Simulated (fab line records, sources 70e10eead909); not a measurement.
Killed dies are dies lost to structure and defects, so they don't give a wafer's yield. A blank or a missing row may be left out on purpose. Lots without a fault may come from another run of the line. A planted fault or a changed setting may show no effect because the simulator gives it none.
fab line records | flow nand_harc
record lots=7 wafers=21 last_day=32
route steps=1302 shown P_GATE@205 P_CONTACT@217
lots that met no fault: from a run of the same line without faults
start_h: hours from the record's first day to the start of the lot's first wafer shown | wait_h: hours since the lot's step before | " the same as in the row above | L1.1+2: a row that stands for several wafers | - no value, or no start given | * or withheld: withheld | < > ~ a bound
route shown NAME@n: a module of which the file shows steps, and the number in the route of the first | usual: mean/standard deviation of fault-free wafers | same: alike in all rows | chamber/n: place in a boat | sites: the reading at each site | _std_site: their standard deviation | _edge_site: outer sites' mean less inner sites' | radius_mm: how far each site lies from the wafer's centre | mask NAME#n: copy n | behind: the tool/chamber that last shaped the wafer | hold: why the lot was held/for how many hours/how that ended | device: the transistor (n, p or np) that didn't switch | end of line: the same wafers' tests at the end of the route | a step without rows: its recipe alone | killed: dies lost to structure and defects at the first sort, not the wafer's yield | map: a wafer's dies, x killed, . not, _ none there
set.NAME: the setting as run; set.NAME@STEP: as run at that earlier step | model.NAME: the simulator's own value behind a step, which no gauge read
lots at some steps of the route; a table a step, a row a wafer
services: from which hour (start_h, from the record's first day; less than 0 if before it) a tool's chamber was out of use, for how many hours, and why
## steps
# step NHARC_P_GATE_STRIP_95
# recipe power_w=1500 temp_c=250 chemistry=O2
# usual drypump_motor_current_A=6.2/0.4 heater_power_w=321/24
# columns lot.wafer tool chamber start_h wait_h drypump_motor_current_A heater_power_w rf_hours_counter_h
L366.2 plasma_asher-01 1 143.51 0.6 6.2 277 31
L366.1 " 0 " " 6.4 326 31
L366.3 " 1 " " 6.3 287 -
L368.1 plasma_asher-01 1 164.45 0.5 6.3 283 34
L368.4 " 0 " " 6.4 331 -
L368.5 " 0 " " 6.4 321 -
L370.2 plasma_asher-01 1 192.46 0.5 6.3 295 4
L370.4 " 0 " " 6.4 324 -
L370.6 " 1 " " 6.2 301 -
L372.1 plasma_asher-01 0 210.02 0.5 6.4 328 9
L372.4 " 1 " " 6.3 298 -
L372.6 " 1 " " 6.3 299 -
L374.1 plasma_asher-01 0 231.39 0.6 6.4 337 13
L374.4 " 1 " " 6.3 302 -
L374.6 " 0 " " 6.4 337 -
L380.1 plasma_asher-01 1 287.65 0.6 6.3 292 26
L380.3 " 1 " " 6.3 289 -
L380.4 " 0 " " 6.4 331 -
L383.1 plasma_asher-01 1 320.28 0.6 6.3 294 34
L383.4 " 0 " " 6.4 325 -
L383.6 " 0 " " 6.4 334 -
# step NHARC_P_GATE_STRIP_96
# recipe time_s=900 temp_c=130 chemistry=SPM
# step NHARC_P_GATE_RTA_64
# recipe temp_c=1050 time_s=1
# usual lamp_power_pct=31.8/1.2 wafer_temp_C_max=1055.5/1.2
# same time_s=1
# columns lot.wafer tool chamber start_h wait_h lamp_power_pct wafer_temp_C_max
L366.1 rtp_anneal-01 0 144.07 - 32.8 1055.4
L366.2 " 0 " " 32.8 1055.8
L366.3 " 0 " " 32.8 1055.1
L368.1 rtp_anneal-02 0 165.00 - 30.4 1056.9
L368.4 " 0 " " 30.3 1056.8
L368.5 " 0 " " 30.3 1055.4
L370.2 rtp_anneal-01 0 193.09 - 32.9 1053.8
L370.4 " 0 " " 32.8 1053.0
L370.6 " 0 " " 32.8 1055.2
L372.1 rtp_anneal-02 0 210.57 - 30.3 1058.1
L372.4 " 0 " " 30.3 1057.0
L372.6 " 0 " " 30.3 1057.4
L374.1 rtp_anneal-01 0 231.96 - 32.8 1055.6
L374.4 " 0 " " 32.8 1055.7
L374.6 " 0 " " 32.8 1054.1
L380.1 rtp_anneal-01 0 288.23 - 32.7 1057.0
L380.3 " 0 " " 32.8 1056.8
L380.4 " 0 " " 32.8 1057.6
L383.1 rtp_anneal-01 0 320.85 - 32.8 1053.8
L383.4 " 0 " " 32.8 1055.0
L383.6 " 0 " " 32.8 1054.7
# step NHARC_P_GATE_ETCH_77
# recipe target_depth_a=60 chemistry=dHF material=SiO2
# step NHARC_P_GATE_DEGAS_109
# recipe temp_c=300 time_s=60
# usual heater_power_w=503/37
# same time_s=60
# columns lot.wafer tool chamber start_h wait_h heater_power_w
L366.2 pvd_sputter-01 - 144.38 0.1 516
L366.1 " - " " 514
L366.3 " - " " 531
L368.1 pvd_sputter-01 - 165.30 0.1 514
L368.4 " - " " 519
L368.5 " - " " 510
L370.2 pvd_sputter-01 - 193.37 0.1 526
L370.4 " - " " 507
L370.6 " - " " 516
L372.4 pvd_sputter-01 - 210.89 0.1 502
L372.1 " - " " 528
L372.6 " - " " 515
L374.4 pvd_sputter-02 - 232.27 0.1 541
L374.1 " - " " 468
L374.6 " - " " 538
L380.4 pvd_sputter-01 - 288.53 0.1 492
L380.1 " - " " 522
L380.3 " - " " 544
L383.1 pvd_sputter-02 - 321.15 0.1 511
L383.4 " - " " 560
L383.6 " - " " 506
# step NHARC_P_GATE_PRE_CLEAN_110
# recipe time_s=30 bias_v=200 gas=Ar
# step NHARC_P_GATE_SPUTTER_78
# recipe target_thk_a=100 material=Ni
# step NHARC_P_GATE_SPUTTER_79
# recipe target_thk_a=100 material=TiN
# step NHARC_P_GATE_RTA_80
# recipe temp_c=300 time_s=30
# usual wafer_temp_C_max=301.6/0.43
# same time_s=30
# columns lot.wafer tool chamber start_h wait_h wafer_temp_C_max
L366.1 rtp_anneal-01 0 144.67 - 301.4
L366.2 " 0 " " 301.1
L366.3 " 0 " " 301.0
L368.1 rtp_anneal-02 0 165.60 - 301.9
L368.4 " 0 " " 301.8
L368.5 " 0 " " 301.9
L370.2 rtp_anneal-01 0 193.69 - 301.6
L370.4 " 0 " " 301.9
L370.6 " 0 " " 301.3
L372.1 rtp_anneal-02 0 211.31 - 301.8
L372.4 " 0 " " 301.6
L372.6 " 0 " " 301.8
L374.1 rtp_anneal-01 0 232.58 - 301.0
L374.4 " 0 " " 301.2
L374.6 " 0 " " 301.1
L380.1 rtp_anneal-02 0 288.84 - 301.5
L380.3 " 0 " " 301.5
L380.4 " 0 " " 302.3
L383.1 rtp_anneal-01 0 321.45 - 301.4
L383.4 " 0 " " 301.6
L383.6 " 0 " " 301.3
# step NHARC_P_GATE_STRIP_67
# recipe time_s=600 temp_c=130 chemistry=SPM
# step NHARC_P_GATE_RTA_82
# recipe temp_c=450 time_s=30
# usual lamp_power_pct=3.64/0.13 wafer_temp_C_max=452.5/0.52
# same time_s=30
# columns lot.wafer tool chamber start_h wait_h lamp_power_pct wafer_temp_C_max
L366.1 rtp_anneal-02 0 145.13 - 3.56 453.0
L366.2 " 0 " " 3.55 451.8
L366.3 " 0 " " 3.56 453.3
L368.1 rtp_anneal-02 0 166.06 - 3.55 452.1
L368.4 " 0 " " 3.55 452.4
L368.5 " 0 " " 3.55 452.5
L370.2 rtp_anneal-02 0 194.16 - 3.55 452.6
L370.4 " 0 " " 3.56 451.7
L370.6 " 0 " " 3.56 453.1
L372.1 rtp_anneal-01 0 211.77 - 3.84 452.0
L372.4 " 0 " " 3.84 452.3
L372.6 " 0 " " 3.83 452.6
L374.1 rtp_anneal-02 0 233.04 - 3.56 452.2
L374.4 " 0 " " 3.56 452.4
L374.6 " 0 " " 3.55 452.9
L380.1 rtp_anneal-01 0 289.30 - 3.84 451.8
L380.3 " 0 " " 3.85 452.0
L380.4 " 0 " " 3.84 452.1
L383.1 rtp_anneal-01 0 321.91 - 3.84 452.1
L383.4 " 0 " " 3.85 452.2
L383.6 " 0 " " 3.84 451.6
# step NHARC_P_GATE_INSPECT_68
# usual raw_defect_count=221/85
# columns lot.wafer tool chamber start_h wait_h raw_defect_count
L366.1 defect_inspect-01 - 145.32 0.2 185
L366.2 " - " " 256
L366.3 " - " " 324
L368.1 defect_inspect-02 - 166.26 0.2 214
L368.4 " - " " 113
L368.5 " - " " 230
L370.2 defect_inspect-01 - 194.33 0.1 266
L370.4 " - " " 218
L370.6 " - " " 203
L372.1 defect_inspect-02 - 211.96 0.2 354
L372.4 " - " " 175
L372.6 " - " " 248
L374.1 defect_inspect-02 - 233.23 0.2 131
L374.4 " - " " 161
L374.6 " - " " 156
L380.1 defect_inspect-02 - 289.49 0.2 331
L380.3 " - " " 516
L380.4 " - " " 304
L383.1 defect_inspect-01 - 322.11 0.2 447
L383.4 " - " " 285
L383.6 " - " " 166
# step NHARC_P_CONTACT_DEP_30
# recipe target_thk_a=300 temp_c=400 target_thk_nm=30 flow_sccm=200 rf_w=450 material=SiNx
# usual heater_power_w=717/93
# columns lot.wafer tool chamber start_h wait_h heater_power_w
L366.1 pecvd-04 0 145.39 0.1 736
L366.3 " 1 " " 642
L366.2 " 2 " " 877
L366.1 pecvd-04 0 145.85 - 735
L366.3 " 1 " " 652
L366.2 " 2 " " 894
L368.1 pecvd-04 0 166.37 0.1 799
L368.4 " 2 " " 865
L368.5 " 0 " " 800
L370.2 pecvd-01 1 194.47 0.1 694
L370.4 " 0 " " 595
L370.6 " 1 " " 689
L372.1 pecvd-03 1 212.10 0.1 766
L372.6 " 2 " " 763
L372.4 " 1 " " 781
L372.1 pecvd-03 1 212.56 - 791
L372.6 " 2 " " 749
L372.4 " 1 " " 764
L374.1 pecvd-04 1 233.34 0.1 647
L374.4 " 1 " " 677
L374.6 " 2 " " 796
L374.1 pecvd-04 1 233.80 - 670
L374.4 " 1 " " 661
L374.6 " 2 " " 775
L380.3 pecvd-01 2 289.56 0.1 663
L380.1 " 0 " " 621
L380.4 " 2 " " 643
L383.1 pecvd-03 0 322.17 0.1 681
L383.6 " 0 " " 678
L383.4 " 2 " " 726
# step NHARC_P_CONTACT_DEP_00
# recipe target_thk_a=5000 temp_c=400 pressure_torr=6.5 rf_w=900 teos_flow_sccm=161.4 flow_sccm=2650 target_thk_nm=500 gas=O2 material=SiO2
## services
# columns tool chamber start_h hours kind
pecvd-01 - 125.21 1.6 repair
pecvd-01 - 130.00 13.0 pm
pvd_sputter-01 - 162.41 0.5 repair
plasma_asher-01 - 165.72 9.0 pm
plasma_asher-01 0 165.72 9.0 vent_cycle
plasma_asher-01 1 165.72 9.0 vent_cycle
pecvd-01 - 172.74 1.0 repair
plasma_asher-01 0 174.72 - clean
plasma_asher-01 1 174.72 - clean
pecvd-01 - 183.46 0.3 repair
pecvd-03 - 185.04 13.0 pm
pvd_sputter-01 - 239.15 10.0 pm
pecvd-03 - 242.89 1.2 repair
pecvd-01 - 263.46 1.2 repair
pecvd-04 - 269.00 13.0 pm
pecvd-04 0 269.00 13.0 vent_cycle
pecvd-04 1 269.00 13.0 vent_cycle
pecvd-04 2 269.00 13.0 vent_cycle
pecvd-04 0 282.00 - clean
pecvd-04 1 282.00 - clean
pvd_sputter-02 - 285.98 10.0 pm
pecvd-01 1 295.57 4.7 repair
pecvd-04 2 298.47 13.5 repair
pecvd-01 - 311.00 13.0 pm
## key
first_sign step=NHARC_P_CONTACT_DEP_30 reading=visit direction=added
effect none on later readings
met_at NHARC_P_CONTACT_DEP_30
struck_wafers L366.1,L366.2,L366.3,L372.1,L372.4,L372.6,L374.1,L374.4,L374.6
sort_left_out L366.1,L366.2,L366.3,L372.1,L372.4,L372.6,L374.1,L374.4,L374.6
tester_left_out L366,L372,L374
fault kind=repeated_step_whole tool=pecvd-01,pecvd-03,pecvd-04 chamber=- onset_h=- steps=NHARC_P_CONTACT_DEP_30 times=1 scope=struck_lots_only
# tester_left_out: of these lots the tester's yield and bins aren't shown, on N5 and GAA mostly nor the transistor test; their killed dies are dies lost to structure and defects alone, not to doping, threshold or leakage, so they don't give the yield
# sort_left_out: the simulated sort isn't trusted on such a fault, so these wafers' sort isn't shown, and their yield isn't known
